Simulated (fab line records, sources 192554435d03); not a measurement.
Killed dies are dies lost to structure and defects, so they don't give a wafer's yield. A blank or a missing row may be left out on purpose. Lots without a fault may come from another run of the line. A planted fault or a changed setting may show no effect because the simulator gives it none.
Which tool did it? | flow n5_finfet | 12 lots, 36 wafers sampled, at 3 steps of a route of 1938

WHAT THE GAUGES READ, wafer by wafer
N5_BEOL_M5_INSPECT_30: inspects for defects (brightfield).
lot  | measured     | on                | raw_defect_count
L075 | day 8 03:59  | defect_inspect-01 | 511 530 518
L077 | day 8 19:40  | defect_inspect-02 | 580 521 487
L079 | day 9 00:44  | defect_inspect-02 | 452 529 600
L081 | day 9 20:56  | defect_inspect-02 | 315 382 304
L083 | day 10 11:20 | defect_inspect-02 | 507 400 421
L085 | day 10 14:21 | defect_inspect-02 | 642 456 465
L088 | day 11 07:28 | defect_inspect-01 | 521 485 395
L089 | day 11 23:49 | defect_inspect-01 | 607 497 510
L091 | day 12 10:39 | defect_inspect-01 | 422 512 265
L093 | day 12 22:10 | defect_inspect-02 | 399 373 420
L095 | day 13 09:45 | defect_inspect-02 | 502 402 524
L097 | day 13 18:46 | defect_inspect-02 | 558 472 572

WHICH TOOL RAN EACH LOT (tool, then ch and the chambers of the sampled wafers, then the start)
lot  | N5_BEOL_M4_CMP_52             | N5_BEOL_M5_HM_OPEN_17
L075 | cmp-01 ch 0,2,3, day 7 22:11  | rie_metal-03 ch 0,1, day 8 03:05
L077 | cmp-03 ch 1,2,3, day 8 14:31  | rie_metal-03 ch 0,1, day 8 18:56
L079 | cmp-01 ch 1,3, day 8 18:25    | rie_metal-01 ch 0,1, day 8 22:20
L081 | cmp-04 ch 0,2,3, day 9 14:14  | rie_metal-02 ch 0,1, day 9 19:43
L083 | cmp-04 ch 1,3, day 10 05:34   | rie_metal-01 ch 0, day 10 09:36
L085 | cmp-04 ch 0,1,2, day 10 08:37 | rie_metal-01 ch 0,1, day 10 12:50
L088 | cmp-04 ch 0,2,3, day 11 02:37 | rie_metal-02 ch 1, day 11 06:40
L089 | cmp-01 ch 0,3, day 11 17:18   | rie_metal-03 ch 1, day 11 23:09
L091 | cmp-03 ch 0,2,3, day 12 04:28 | rie_metal-03 ch 0,1, day 12 09:41
L093 | cmp-04 ch 1,2,3, day 12 15:36 | rie_metal-03 ch 0,1, day 12 19:52
L095 | cmp-04 ch 0,1,2, day 13 02:48 | rie_metal-02 ch 0,1, day 13 06:55
L097 | cmp-04 ch 2,3, day 13 11:46   | rie_metal-02 ch 0,1, day 13 15:46
- N5_BEOL_M4_CMP_52: polishes, stops on SiOC, t overpolish 6.8 s, target thk 40 nm.
- N5_BEOL_M5_HM_OPEN_17: chemistry Cl2/BCl3, target TiN, target depth 20 nm, overetch 6 nm.

THE ANSWER, worked out from the rows above alone
Rule: what is usual is taken from the lots themselves. Put in order of their means at a reading, lots are off if they are a third of the lots or fewer, leave a main group of 4 or more, and stand apart from it by a gap of 3 or more times the standard deviation of the main group's means; of several such gaps the widest counts. A main group whose means are all the same, to the digits that the tables above print for the reading, isn't used. A lot without any number at a reading at which 4 lots or more have one is off too. The other lots that the step has rows for count as sound.
No lot is off at any reading shown: from this, nothing can be told.

WHAT THE SIMULATOR HAD PUT IN
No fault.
